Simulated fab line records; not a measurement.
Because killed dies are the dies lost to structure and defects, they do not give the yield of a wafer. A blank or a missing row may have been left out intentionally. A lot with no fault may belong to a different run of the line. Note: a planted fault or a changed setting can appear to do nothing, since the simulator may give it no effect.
One fault through the eyes of 3 desks / flow n5-finfet / each desk holds nothing but its own numbers, with what lay behind them at the end

== AT THE TOOL OWNER'S DESK: rie-diel-02 ==
The tool's own readings at N5_MOL_CONTACT_COAG_VIA_ETCH_46 (etches SiO2 in C4F6/O2, target depth 46 nm, overetch 9.2 nm, time 40 s): means of the sampled wafers that have a number, for each lot that ran on this tool. Marked OUT: a lot whose mean sits more than 4 standard deviations from the usual mean, which makes it out of limits; the brackets give that distance.
Columns: A = chamber-pressure-mTorr at N5_MOL_CONTACT_COAG_VIA_ETCH_46, usual 10.000 mTorr; B = drypump-motor-current-A at N5_MOL_CONTACT_COAG_VIA_ETCH_46, usual 5.6 A; C = oes-product-au at N5_MOL_CONTACT_COAG_VIA_ETCH_46, usual 0.70 a.u.; D = rf-vpp-V at N5_MOL_CONTACT_COAG_VIA_ETCH_46, usual 1588 V; E = showerhead-plenum-p-Torr at N5_MOL_CONTACT_COAG_VIA_ETCH_46, usual 2.86 Torr; F = throttle-valve-pct at N5_MOL_CONTACT_COAG_VIA_ETCH_46, usual 41.00 %
lot=L620; first seen here=day 5 09:36; A=10.000; B=5.7; C=0.72; D=1591; E=2.93; F=40.95
lot=L624; first seen here=day 6 10:01; A=10.003; B=5.6; C=0.65; D=1592; E=2.81; F=40.80
lot=L627; first seen here=day 7 05:24; A=9.996; B=5.7; C=0.72; D=1593; E=2.98; F=41.19
lot=L629; first seen here=day 7 15:34; A=10.003; B=5.6; C=0.70; D=1586; E=2.91; F=40.80
lot=L641; first seen here=day 10 12:41; A=10.000; B=5.6; C=0.67; D=1597; E=2.91; F=41.17
This desk's finding: nothing out of limits on any of the 5 lots.

== THE DEFECT DESK ==
Counts from the inspections along the route, per lot, as means over the sampled wafers that have a number. Marked OUT: a lot whose mean sits more than 4 standard deviations from the usual mean, which makes it out of limits; the brackets give that distance.
Columns: A = raw-defect-count at N5_MOL_CONTACT_COAG_INSPECT_57, usual 184
lot=L620; first seen here=day 5 09:05; A=240
lot=L624; first seen here=day 6 09:29; A=192
lot=L627; first seen here=day 7 04:33; A=164
lot=L629; first seen here=day 7 14:35; A=196
lot=L633; first seen here=day 8 11:58; A=155
lot=L641; first seen here=day 10 12:09; A=146
lot=L642; first seen here=day 10 20:49; A=145
This desk's finding: nothing out of limits on any of the 7 lots.

== THE METROLOGY DESK ==
What the gauges read for every lot (on any tool): the sampled wafers with a number, averaged. Marked OUT: a lot whose mean sits more than 4 standard deviations from the usual mean, which makes it out of limits; the brackets give that distance. Readings shown: 7 of its 11, picked as those furthest out on some lot.
Columns: A = DIBL_N at N5_BEOL_M4_RC_MEAS_101, usual 36.4 mV/V; B = DIBL_P at N5_BEOL_M4_RC_MEAS_101, usual 35.8 mV/V; C = IOFF_N at N5_BEOL_M4_RC_MEAS_101, usual 0.154 nA/um; D = IOFF_P at N5_BEOL_M4_RC_MEAS_101, usual 0.21 nA/um; E = ION_N at N5_BEOL_M4_RC_MEAS_101, usual 672 uA/um; F = SS_N at N5_BEOL_M4_RC_MEAS_101, usual 71.5 mV/dec; G = SS_P at N5_BEOL_M4_RC_MEAS_101, usual 73.2 mV/dec
lot=L620; first seen here=day 5 09:02; A=39.1; B=38.2; C=0.184; D=0.26; E=676; F=71.6; G=73.7
lot=L624; first seen here=day 6 09:26; A=34.2; B=33.4; C=0.132; D=0.21; E=668; F=71.0; G=72.8
lot=L627; first seen here=day 7 04:29; A=36.1; B=36.3; C=0.139; D=0.21; E=661; F=71.0; G=72.3
lot=L629; first seen here=day 7 14:31; A=35.7; B=35.0; C=0.142; D=0.21; E=668; F=70.8; G=72.7
lot=L633; first seen here=day 8 11:55; A=36.0; B=35.7; C=0.155; D=0.18; E=670; F=71.8; G=73.5
lot=L641; first seen here=day 10 12:06; A=36.8; B=35.4; C=0.164; D=0.23; E=678; F=72.0; G=73.4
lot=L642; first seen here=day 10 20:46; A=34.8; B=33.2; C=0.119; D=0.17; E=662; F=70.3; G=72.5
This desk's finding: nothing out of limits on any of the 7 lots.

== PUT TOGETHER ==
The desk of the tool owner found nothing out of limits.
No out-of-limits result turned up at the defect desk.
From the metrology desk's view, nothing was out of limits.

== WHAT THE SIMULATOR HAD INSERTED ==
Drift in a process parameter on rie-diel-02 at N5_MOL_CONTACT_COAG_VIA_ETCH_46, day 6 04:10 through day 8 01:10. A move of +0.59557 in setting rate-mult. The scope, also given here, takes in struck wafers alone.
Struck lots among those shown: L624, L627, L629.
